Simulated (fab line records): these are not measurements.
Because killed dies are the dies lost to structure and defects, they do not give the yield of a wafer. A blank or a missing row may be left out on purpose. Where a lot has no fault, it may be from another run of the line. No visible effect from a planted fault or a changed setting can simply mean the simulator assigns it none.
Matching of chambers -- flow n5-finfet -- N5_BEOL_M1_PRE_CLEAN_60 on cvd-co-01: 3 sister chambers
The step time 15 s. 48 wafers are shown with their chamber, then 12 later ones without.

## WAFERS, EACH WITH ITS CHAMBER
wafer,chamber,heater-power-w (W)
L075.1,1,91
L075.2,0,69
L075.3,2,97
L075.4,1,89
L075.5,0,69
L075.6,2,99
L076.2,1,91
L076.3,2,96
L076.6,0,68
L078.1,0,68
L078.2,2,97
L078.3,1,91
L078.4,2,100
L078.5,1,91
L078.6,0,69
L077.1,1,90
L077.2,2,101
L077.3,0,70
L077.4,2,100
L077.5,1,90
L077.6,0,68
L080.1,0,70
L080.2,2,101
L080.3,1,91
L080.4,0,68
L080.5,1,91
L080.6,2,99
L084.2,2,101
L084.3,0,70
L084.6,1,89
L085.1,1,89
L085.2,2,101
L085.3,0,69
L085.4,2,99
L085.5,1,91
L085.6,0,69
L087.1,1,92
L087.2,2,103
L087.3,0,70
L087.4,1,90
L087.5,2,99
L087.6,0,69
L089.1,0,68
L089.2,1,90
L089.3,2,102
L090.1,2,101
L090.3,0,69
L090.5,2,105

SIGNATURES (averages over the wafers above)
reading,chamber 0,chamber 1,chamber 2,scatter within a chamber
heater-power-w,68.94,90.40,100.06,1.5
Rule: a wafer's distance from a chamber is the root of the sum, over the readings, of the square of ((its reading less the chamber's mean) divided by the reading's scatter). If the next closest chamber is less than 2 further off than the closest, the wafer can't be placed; otherwise it belongs to the closest. The scatter is the square root of a quotient: the sum, over the shown wafers, of each reading's squared deviation from its chamber's mean, divided by wafers minus chambers.

## WAFERS MISSING THEIR CHAMBER
wafer,heater-power-w (W)
L091.2,103
L091.5,90
L091.6,69
L093.2,90
L093.3,99
L093.4,92
L095.2,69
L095.5,99
L095.6,91
L097.2,103
L097.4,102
L097.6,89

## THE CHAMBER EACH PASSED THROUGH
wafer,from the rows above,in truth
L091.2,2,2
L091.5,1,1
L091.6,0,0
L093.2,1,1
L093.3,2,2
L093.4,1,1
L095.2,0,0
L095.5,2,2
L095.6,1,1
L097.2,2,2
L097.4,2,2
L097.6,1,1
12 of 12 placed correctly. Can't be placed from these rows: 0. Number placed wrongly: 0.
